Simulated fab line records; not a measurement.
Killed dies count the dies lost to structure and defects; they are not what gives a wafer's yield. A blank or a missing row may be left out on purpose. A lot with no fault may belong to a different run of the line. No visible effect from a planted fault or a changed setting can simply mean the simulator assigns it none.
Split-lot experiment / flow n5-finfet / route with 1938 steps; 7 lots, 39 wafers read

THE SPLIT
At N5_DUMMY_GATE_ETCH_37 (etches SOC in N2/H2, target depth 60 nm, overetch 30 nm), the setting source-w was moved away from the recipe's 840 W on 9 of the 39 wafers read, by -9.8% to +15.0%. All remaining wafers had this setting at the recipe value.

The reading is taken at the split's own step.

THE READING
rf-vpp-V, in V, at N5_DUMMY_GATE_ETCH_37 (etches SOC in N2/H2, target depth 60 nm, overetch 30 nm). On this fab line, fault-free wafers typically give 523.8 V with a standard deviation of 2.5 V.

wafer=L075.1; tool, chamber at the split=rie-diel-02, 3; source-w as run, W=840; against the recipe=recipe; rf-vpp-V, V=523.8; against lot-mates on the recipe=-
wafer=L075.2; tool, chamber at the split=rie-diel-02, 1; source-w as run, W=840; against the recipe=recipe; rf-vpp-V, V=523.0; against lot-mates on the recipe=-
wafer=L075.3; tool, chamber at the split=rie-diel-02, 0; source-w as run, W=840; against the recipe=recipe; rf-vpp-V, V=526.2; against lot-mates on the recipe=-
wafer=L075.4; tool, chamber at the split=rie-diel-02, 2; source-w as run, W=966.1; against the recipe=+15.0%; rf-vpp-V, V=495.9; against lot-mates on the recipe=-28.4
wafer=L075.5; tool, chamber at the split=rie-diel-02, 3; source-w as run, W=966.1; against the recipe=+15.0%; rf-vpp-V, V=500.0; against lot-mates on the recipe=-24.3
wafer=L075.6; tool, chamber at the split=rie-diel-02, 2; source-w as run, W=966.1; against the recipe=+15.0%; rf-vpp-V, V=495.4; against lot-mates on the recipe=-28.9
wafer=L078.1; tool, chamber at the split=rie-diel-04, 2; source-w as run, W=779.7; against the recipe=-7.2%; rf-vpp-V, V=534.4; against lot-mates on the recipe=+13.0
wafer=L078.2; tool, chamber at the split=rie-diel-04, 0; source-w as run, W=779.7; against the recipe=-7.2%; rf-vpp-V, V=541.6; against lot-mates on the recipe=+20.2
wafer=L078.3; tool, chamber at the split=rie-diel-04, 3; source-w as run, W=840; against the recipe=recipe; rf-vpp-V, V=520.3; against lot-mates on the recipe=-
wafer=L078.4; tool, chamber at the split=rie-diel-04, 0; source-w as run, W=779.7; against the recipe=-7.2%; rf-vpp-V, V=539.8; against lot-mates on the recipe=+18.4
wafer=L078.5; tool, chamber at the split=rie-diel-04, 2; source-w as run, W=840; against the recipe=recipe; rf-vpp-V, V=521.1; against lot-mates on the recipe=-
wafer=L078.6; tool, chamber at the split=rie-diel-04, 3; source-w as run, W=840; against the recipe=recipe; rf-vpp-V, V=522.7; against lot-mates on the recipe=-
wafer=L081.1; tool, chamber at the split=rie-diel-02, 1; source-w as run, W=840; against the recipe=recipe; rf-vpp-V, V=523.8; against lot-mates on the recipe=-
wafer=L081.2; tool, chamber at the split=rie-diel-02, 2; source-w as run, W=758; against the recipe=-9.8%; rf-vpp-V, V=537.3; against lot-mates on the recipe=+14.1
wafer=L081.3; tool, chamber at the split=rie-diel-02, 3; source-w as run, W=758; against the recipe=-9.8%; rf-vpp-V, V=541.4; against lot-mates on the recipe=+18.2
wafer=L081.4; tool, chamber at the split=rie-diel-02, 0; source-w as run, W=840; against the recipe=recipe; rf-vpp-V, V=525.5; against lot-mates on the recipe=-
wafer=L081.5; tool, chamber at the split=rie-diel-02, 2; source-w as run, W=840; against the recipe=recipe; rf-vpp-V, V=520.2; against lot-mates on the recipe=-
wafer=L081.6; tool, chamber at the split=rie-diel-02, 1; source-w as run, W=758; against the recipe=-9.8%; rf-vpp-V, V=543.0; against lot-mates on the recipe=+19.8
wafer=L084.1; tool, chamber at the split=rie-diel-04, 3; source-w as run, W=840; against the recipe=recipe; rf-vpp-V, V=522.2; against lot-mates on the recipe=-
wafer=L084.2; tool, chamber at the split=rie-diel-04, 0; source-w as run, W=840; against the recipe=recipe; rf-vpp-V, V=525.5; against lot-mates on the recipe=-
wafer=L084.3; tool, chamber at the split=rie-diel-04, 2; source-w as run, W=840; against the recipe=recipe; rf-vpp-V, V=521.1; against lot-mates on the recipe=-
wafer=L084.4; tool, chamber at the split=rie-diel-04, 1; source-w as run, W=840; against the recipe=recipe; rf-vpp-V, V=526.0; against lot-mates on the recipe=-
wafer=L084.5; tool, chamber at the split=rie-diel-04, 1; source-w as run, W=840; against the recipe=recipe; rf-vpp-V, V=525.4; against lot-mates on the recipe=-
wafer=L084.6; tool, chamber at the split=rie-diel-04, 2; source-w as run, W=840; against the recipe=recipe; rf-vpp-V, V=520.1; against lot-mates on the recipe=-
wafer=L089.1; tool, chamber at the split=rie-diel-01, 3; source-w as run, W=840; against the recipe=recipe; rf-vpp-V, V=524.4; against lot-mates on the recipe=-
wafer=L089.2; tool, chamber at the split=rie-diel-01, 1; source-w as run, W=840; against the recipe=recipe; rf-vpp-V, V=526.1; against lot-mates on the recipe=-
wafer=L089.3; tool, chamber at the split=rie-diel-01, 0; source-w as run, W=840; against the recipe=recipe; rf-vpp-V, V=521.1; against lot-mates on the recipe=-
wafer=L089.4; tool, chamber at the split=rie-diel-01, 2; source-w as run, W=840; against the recipe=recipe; rf-vpp-V, V=522.3; against lot-mates on the recipe=-
wafer=L089.5; tool, chamber at the split=rie-diel-01, 3; source-w as run, W=840; against the recipe=recipe; rf-vpp-V, V=522.0; against lot-mates on the recipe=-
wafer=L089.6; tool, chamber at the split=rie-diel-01, 2; source-w as run, W=840; against the recipe=recipe; rf-vpp-V, V=521.4; against lot-mates on the recipe=-
wafer=L093.1; tool, chamber at the split=rie-diel-04, 1; source-w as run, W=840; against the recipe=recipe; rf-vpp-V, V=527.1; against lot-mates on the recipe=-
wafer=L093.3; tool, chamber at the split=rie-diel-04, 2; source-w as run, W=840; against the recipe=recipe; rf-vpp-V, V=522.1; against lot-mates on the recipe=-
wafer=L093.6; tool, chamber at the split=rie-diel-04, 3; source-w as run, W=840; against the recipe=recipe; rf-vpp-V, V=522.1; against lot-mates on the recipe=-
wafer=L097.1; tool, chamber at the split=rie-diel-01, 2; source-w as run, W=840; against the recipe=recipe; rf-vpp-V, V=520.2; against lot-mates on the recipe=-
wafer=L097.2; tool, chamber at the split=rie-diel-01, 0; source-w as run, W=840; against the recipe=recipe; rf-vpp-V, V=521.5; against lot-mates on the recipe=-
wafer=L097.3; tool, chamber at the split=rie-diel-01, 3; source-w as run, W=840; against the recipe=recipe; rf-vpp-V, V=524.1; against lot-mates on the recipe=-
wafer=L097.4; tool, chamber at the split=rie-diel-01, 1; source-w as run, W=840; against the recipe=recipe; rf-vpp-V, V=526.4; against lot-mates on the recipe=-
wafer=L097.5; tool, chamber at the split=rie-diel-01, 3; source-w as run, W=840; against the recipe=recipe; rf-vpp-V, V=522.9; against lot-mates on the recipe=-
wafer=L097.6; tool, chamber at the split=rie-diel-01, 2; source-w as run, W=840; against the recipe=recipe; rf-vpp-V, V=521.7; against lot-mates on the recipe=-

FIT RESULTS
A straight line over all 39 wafers: rf-vpp-V changes by -1.8 V for each +1% of source-w; r = -0.97; the points scatter about the line by 2.4 V.
The same after taking each lot's own level away (the mean of its wafers on the recipe; 39 wafers): -1.89 V for each +1%; r = -0.97; scatter 2.4 V.
On that fit, the largest move of source-w shifts the reading by 28 V.
Measured against the standard deviation above, the lots' own levels, which go from 521.37 to 524.33 V, span 1.2 times it.
Hence the lot-to-lot level has little effect on the slope; both slopes agree.
Check: for one of the wafers moved furthest among these (+15.0%), held out of the fit, the line's prediction against its lot-mates is -27.9 V. Against them it came out at -28.4 V.
Tool readings at the split's step, against how far the setting was moved: rf-vpp-V r = -0.97.

THESE WAFERS: OTHER SPLITS
These wafers also went through other splits before the reading. Each is held against what the fit with the lots' levels taken away leaves over:
other split on the same wafers=N5_WELL_APT_IMPLANT_14 energy-kev; wafers away from the commonest value=18; r with rf-vpp-V (lot level and that fit taken away)=-0.07
other split on the same wafers=N5_DUMMY_GATE_EXPOSE_12 dose-mj; wafers away from the commonest value=12; r with rf-vpp-V (lot level and that fit taken away)=+0.05

FILE'S OWN FIT
rf-vpp-V changes by -1.89 V for each +1% of source-w, r = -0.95.
